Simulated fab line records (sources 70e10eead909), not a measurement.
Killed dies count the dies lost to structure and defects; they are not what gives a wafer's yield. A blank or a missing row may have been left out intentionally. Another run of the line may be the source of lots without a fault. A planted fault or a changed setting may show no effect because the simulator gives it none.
fab line records	flow nand_harc
record: lots: 12	wafers: 36	last_day: 33
route steps=1302 shown P_ZERO_WELL@19 P_STI@84 P_GATE@146
lots untouched by any fault: they come from a run of this same line in which no faults occurred
start_h: hours from the record's opening day to when the first of the lot's shown wafers began	wait_h: hours since the lot's step before	" repeats the value in the row above	L1.1+2: one row covering several wafers at once	- value missing, or start not given	* or withheld: withheld	< > ~ a bound
route shown NAME@n: names a module that has steps shown in the file, with the first one's number in the route	usual: mean/standard deviation taken from wafers without a fault	same: alike in all rows	chamber/n: place in a boat	sites: readings site by site	_std_site: standard deviation of those values	_edge_site: inner sites' mean taken away from outer sites' mean	radius_mm: how far each site lies from the wafer's centre	mask NAME#n: copy n	behind: the tool/chamber that last shaped the wafer	hold: the reason the lot was held/the length of the hold in hours/how it ended	device: the transistor (n, p or np) that didn't switch	end of line: at the end of the route, the tests of the same wafers	a step with no rows: only its recipe	killed: the dies lost at the first sort to structure and to defects; this is not the yield of the wafer	map: shows each die of a wafer: x if killed, . if not, _ if none is there
set.NAME: the setting that was run; set.NAME@STEP: the one run at that earlier step	model.NAME: the simulator's own value behind a step, which no gauge read
steps of the route over a sample of lots; a table a step, a row a wafer
services: when a tool's chamber went out of use (start_h, in hours from the record's first day, below 0 if earlier), for how many hours, and the reason
== steps ==
step: NHARC_P_ZERO_WELL_ETCH_63
recipe: target_depth_a: 1200	time_s: 40.1	hbr_flow_sccm: 150	cl2_flow_sccm: 50	rf_w: 400	icp_w: 400	bias_w: 100	chemistry: HBr/Cl2
usual: drypump_motor_current_A: 5.7/0.43	hbr_flow_sccm: 150.0/0.46	oes_product_au: 1.001/0.0067	throttle_valve_pct: 26.406/0.009
lot.wafer	tool	chamber	start_h	wait_h	drypump_motor_current_A	hbr_flow_sccm	oes_product_au	rf_hours_counter_h	throttle_valve_pct
L306.2	rie_si-02	0	21.67	-	6.6	150.5	0.995	0.52	26.409
L306.3	"	2	"	"	5.4	150.1	1.004	0.47	26.402
L306.1	"	3	"	"	6.0	149.2	0.993	0.50	26.410
L307.1	rie_si-01	0	31.70	-	5.2	150.3	0.997	0.08	26.396
L307.4	"	2	"	"	6.0	149.9	0.995	0.04	26.419
L307.2	"	3	"	"	5.6	149.6	1.005	0.08	26.421
L309.3	rie_si-04	3	51.66	-	4.7	149.7	1.013	0.41	26.395
L309.2	"	0	"	"	5.9	149.8	1.003	0.30	26.385
L309.1	"	1	"	"	5.6	150.6	1.010	0.36	26.406
L315.2	rie_si-04	2	111.66	-	5.6	150.4	1.001	0.83	26.407
L315.4	"	3	"	"	4.7	149.7	1.003	0.84	26.418
L315.5	"	1	"	"	5.6	150.2	1.007	-	26.416
L316.4	rie_si-01	3	121.65	-	5.6	150.2	1.006	0.55	26.404
L316.2	"	1	"	"	6.0	149.4	0.995	0.54	26.406
L316.6	"	3	"	"	5.6	149.6	1.002	-	26.413
L317.4	rie_si-01	3	131.66	-	5.6	150.0	1.007	0.65	26.397
L317.3	"	0	"	"	5.2	149.8	1.003	0.57	26.410
L317.2	"	2	"	"	5.9	149.5	1.009	0.64	26.398
L319.2	rie_si-02	1	151.65	-	5.5	150.8	0.996	0.17	26.403
L319.3	"	2	"	"	5.4	149.9	0.997	0.20	26.403
L319.4	"	3	"	"	6.0	150.1	0.989	0.15	26.423
L321.1	rie_si-01	0	171.69	-	5.2	149.7	0.986	0.84	26.397
L321.4	"	1	"	"	6.0	149.7	0.995	0.87	26.407
L321.2	"	2	"	"	5.9	150.1	0.985	0.91	26.413
L322.2	rie_si-02	0	181.83	-	6.6	150.7	1.005	0.21	26.411
L322.3	"	3	"	"	6.0	149.4	1.000	0.34	26.407
L322.6	"	0	"	"	6.6	150.2	0.991	-	26.420
L323.4	rie_si-02	2	191.80	-	5.4	150.0	0.997	0.44	26.420
L323.3	"	3	"	"	6.0	149.9	0.999	0.37	26.407
L323.1	"	0	"	"	6.6	150.1	1.000	0.26	26.394
L324.1	rie_si-02	3	201.69	-	6.1	149.9	0.993	0.45	26.407
L324.5	"	2	"	"	5.4	149.2	1.001	-	26.399
L324.6	"	3	"	"	6.1	150.1	0.992	-	26.406
L327.1	rie_si-01	3	231.78	-	5.6	151.0	1.010	0.15	26.407
L327.4	"	0	"	"	5.2	149.5	1.004	0.16	26.414
L327.5	"	3	"	"	5.6	150.8	1.002	-	26.408
step: NHARC_P_STI_OVL_MEAS_10
usual: overlay_x_nm: 0/5.4	overlay_y_nm: -2/4.7
lot.wafer	tool	chamber	start_h	wait_h	overlay_x_nm	overlay_y_nm
L306.1	overlay-01	-	45.02	-	2	-9
L306.2	"	-	"	"	1	-9
L306.3	"	-	"	"	1	-9
L307.1	overlay-01	-	55.89	-	5	4
L307.2	"	-	"	"	5	4
L307.4	"	-	"	"	5	4
L309.1	overlay-02	-	73.32	-	-10	-4
L309.2	"	-	"	"	-10	-4
L309.3	"	-	"	"	-10	-4
L315.2	overlay-01	-	133.67	-	1	-5
L315.4	"	-	"	"	1	-5
L315.5	"	-	"	"	0	-5
L316.2	overlay-02	-	143.44	-	-2	-1
L316.4	"	-	"	"	-1	-1
L316.6	"	-	"	"	-2	-1
L317.2	overlay-01	-	152.70	-	5	-4
L317.3	"	-	"	"	5	-4
L317.4	"	-	"	"	4	-4
L319.2	overlay-01	-	172.51	-	-8	-8
L319.3	"	-	"	"	-8	-7
L319.4	"	-	"	"	-9	-8
L321.1	overlay-01	-	192.93	-	3	-4
L321.2	"	-	"	"	3	-3
L321.4	"	-	"	"	3	-3
L322.2	overlay-02	-	203.37	-	0	-9
L322.3	"	-	"	"	0	-9
L322.6	"	-	"	"	0	-9
L323.1	overlay-01	-	212.44	-	-7	0
L323.3	"	-	"	"	-7	0
L323.4	"	-	"	"	-7	0
L324.1	overlay-02	-	227.53	-	-2	0
L324.5	"	-	"	"	-2	0
L324.6	"	-	"	"	-2	0
L327.1	overlay-01	-	258.13	-	5	-3
L327.4	"	-	"	"	5	-3
L327.5	"	-	"	"	5	-3
step: NHARC_P_STI_CMP_21
recipe: t_overpolish_s: 20	target_thk_nm: 380.67
usual: motor_current_A: 11.8/1.1	overpolish_run_s: 20.000/0.009	t_overpolish_s: 20/0
lot.wafer	tool	chamber	start_h	wait_h	motor_current_A	overpolish_run_s	t_overpolish_s
L306.3	cmp-03	0	68.05	4.2	11.1	19.989	20
L306.2	"	1	"	"	12.5	19.998	20
L306.1	"	3	"	"	12.9	19.998	20
L307.4	cmp-04	0	73.61	0.4	14.3	19.987	20
L307.1	"	2	"	"	11.2	20.002	20
L307.2	"	3	"	"	11.4	20.006	20
L309.3	cmp-04	3	95.21	0.4	11.8	20.001	20
L309.2	"	0	"	"	13.6	20.003	20
L309.1	"	2	"	"	10.7	19.988	20
L315.4	cmp-04	2	164.19	0.4	10.6	20.007	20
L315.2	"	0	"	"	13.9	20.010	20
L315.5	"	2	"	"	10.9	19.989	20
L316.4	cmp-04	1	164.34	0.5	10.9	19.997	20
L316.2	"	2	"	"	10.7	20.011	20
L316.6	"	0	"	"	13.9	20.002	20
L317.4	cmp-04	3	170.10	0.4	11.4	19.997	20
L317.3	"	1	"	"	10.7	19.994	20
L317.2	"	2	"	"	11.2	19.998	20
L319.3	cmp-04	0	190.28	0.4	13.4	19.996	20
L319.4	"	1	"	"	10.6	20.005	20
L319.2	"	2	"	"	11.2	20.000	20
L321.1	cmp-02	1	212.42	0.4	11.0	20.003	20
L321.2	"	2	"	"	12.7	19.999	20
L321.4	"	3	"	"	12.5	20.019	20
L322.2	cmp-04	2	228.37	0.4	11.0	69.097	69.109
L322.3	"	0	"	"	13.7	69.104	69.109
L322.6	"	2	"	"	11.1	69.122	69.109
L323.3	cmp-03	3	233.78	0.4	13.0	19.991	20
L323.1	"	0	"	"	10.6	20.009	20
L323.4	"	1	"	"	12.6	19.988	20
L324.1	cmp-04	0	246.30	0.4	13.7	69.120	69.109
L324.6	"	1	"	"	10.4	69.113	69.109
L324.5	"	2	"	"	10.8	69.100	69.109
L327.4	cmp-03	2	278.55	0.4	11.5	20.002	20
L327.1	"	3	"	"	13.1	20.007	20
L327.5	"	2	"	"	10.1	19.993	20
step: NHARC_P_GATE_HM_OPEN_105
recipe: target_depth_a: 3600	o2_flow_sccm: 400	cos_flow_sccm: 20	ar_flow_sccm: 0	rf_w: 500	bias_w: 300	chemistry: O2/COS
usual: drypump_motor_current_A: 5.8/0.45	oes_product_au: 1.002/0.0067	rf_vpp_V: 467.2/2.6	showerhead_plenum_p_Torr: 3.12/0.11	throttle_valve_pct: 28.330/0.0089
lot.wafer	tool	chamber	start_h	wait_h	drypump_motor_current_A	oes_product_au	rf_hours_counter_h	rf_vpp_V	showerhead_plenum_p_Torr	throttle_valve_pct
L306.1	rie_diel-09	0	-	-	6.0	0.989	7.7	464.3	2.95	28.325
L306.3	"	2	"	"	5.2	1.002	7.2	464.5	2.99	28.329
L306.2	"	3	"	"	5.6	1.007	7.9	470.5	3.22	28.316
L307.2	rie_diel-13	3	-	-	5.1	0.999	7.4	466.4	3.02	28.322
L307.4	"	0	"	"	5.9	0.987	7.0	466.2	3.12	28.317
L307.1	"	2	"	"	6.3	0.996	6.4	469.2	3.26	28.339
L309.3	rie_diel-10	0	-	-	5.4	1.006	2.5	466.7	3.12	28.349
L309.2	"	2	"	"	6.4	0.985	2.2	465.2	3.00	28.334
L309.1	"	3	"	"	5.2	0.996	1.0	471.6	3.34	28.336
L316.2	rie_diel-10	0	-	-	5.4	0.998	7.2	467.1	3.12	28.320
L316.4	"	0	"	"	5.4	0.994	-	466.9	3.12	28.324
L316.6	"	2	"	"	6.5	0.990	-	463.7	2.99	28.332
L315.2	rie_diel-09	1	-	-	5.7	1.000	2.1	468.3	3.17	28.318
L315.4	"	0	"	"	6.0	1.005	2.2	462.5	2.95	28.331
L315.5	"	1	"	"	5.7	0.998	-	469.4	3.17	28.313
L317.3	rie_diel-13	3	-	-	5.1	1.007	1.8	465.7	3.02	28.349
L317.4	"	0	"	"	6.0	1.006	1.3	467.3	3.12	28.332
L317.2	"	2	"	"	6.3	1.019	1.7	469.3	3.25	28.341
L319.4	rie_diel-09	1	-	-	5.7	0.995	2.5	469.7	3.17	28.348
L319.2	"	2	"	"	5.2	1.007	3.4	463.6	2.99	28.361
L319.3	"	3	"	"	5.6	1.010	3.3	470.7	3.22	28.331
L321.1	rie_diel-13	3	-	-	5.1	1.015	5.1	463.8	3.02	28.325
L321.2	"	1	"	"	5.8	1.006	4.9	470.8	3.28	28.338
L321.4	"	2	"	"	6.3	1.008	5.5	470.6	3.25	28.322
L322.2	rie_diel-13	2	-	-	6.3	1.010	7.1	469.8	3.25	28.319
L322.3	"	3	"	"	5.1	1.013	7.0	463.7	3.02	28.332
L322.6	"	0	"	"	5.9	1.013	-	466.0	3.12	28.324
L323.3	rie_diel-09	2	-	-	5.2	1.008	6.1	464.1	2.99	28.320
L323.1	"	0	"	"	6.0	1.003	3.7	462.2	2.95	28.326
L323.4	"	3	"	"	5.6	1.005	-	469.4	3.22	28.336
L324.1	rie_diel-09	2	-	-	5.2	0.998	6.4	464.2	2.99	28.328
L324.5	"	3	"	"	5.6	0.992	-	470.2	3.22	28.323
L324.6	"	0	"	"	6.1	0.983	-	464.1	2.95	28.317
L327.1	rie_diel-10	3	-	-	5.1	1.008	3.7	471.6	3.34	28.319
L327.4	"	0	"	"	5.4	0.997	5.0	467.9	3.12	28.324
L327.5	"	2	"	"	6.5	1.002	-	464.9	2.99	28.348
== services ==
tool	chamber	start_h	hours	kind
cmp-04	-	13.13	4.0	pm
rie_si-01	-	16.00	9.0	pm
rie_diel-09	-	38.26	0.2	repair
cmp-04	-	61.23	11.2	repair
rie_si-01	0	68.10	7.2	repair
rie_si-01	2	83.72	2.6	repair
rie_si-02	-	100.00	9.0	pm
rie_si-01	-	109.00	3.9	repair
cmp-04	-	111.13	4.0	pm
rie_diel-09	1	129.27	5.9	repair
rie_diel-09	-	143.75	9.0	pm
cmp-04	-	153.57	1.4	repair
rie_diel-09	1	161.73	2.2	repair
rie_si-02	0	172.51	4.1	repair
rie_si-01	-	193.00	9.0	pm
cmp-04	-	209.13	4.0	pm
rie_diel-09	0	234.83	13.7	repair
rie_si-02	2	234.88	6.6	repair
rie_si-02	0	245.81	1.9	repair
rie_si-01	-	257.85	0.3	repair
rie_si-02	-	277.00	9.0	pm
rie_diel-09	2	289.02	3.7	repair
rie_diel-09	1	289.32	8.3	repair
cmp-04	-	307.13	4.0	pm
== key ==
first_sign: step: NHARC_P_STI_CMP_21	reading: t_overpolish_s	direction: up	sigmas: 99+	usual: 20	struck: 69.109
effect: step: NHARC_P_STI_CMP_21	reading: overpolish_run_s	direction: up	sigmas: 99+	usual: 20.000	struck: 69.109
met_at NHARC_P_STI_CMP_21
struck_lots L322,L324
tester_left_out L322,L324
not_acting_at NHARC_P_ZERO_WELL_ETCH_63,NHARC_P_STI_OVL_MEAS_10,NHARC_P_GATE_HM_OPEN_105
onset_between 190.28 228.37
fault: kind: process_parameter_drift	tool: cmp-04	chamber: -	onset_h: 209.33	steps: NHARC_P_STI_CMP_21	channel: t_overpolish_s	offset: 49.109	shape: step	end_h: 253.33	acts_in: these_recipes_only	stated: 20
tester_left_out: of these lots the tester's yield and bins aren't shown, on N5 and GAA mostly nor the transistor test; their killed dies are dies lost to structure and defects alone, not to doping, threshold or leakage, so they don't give the yield
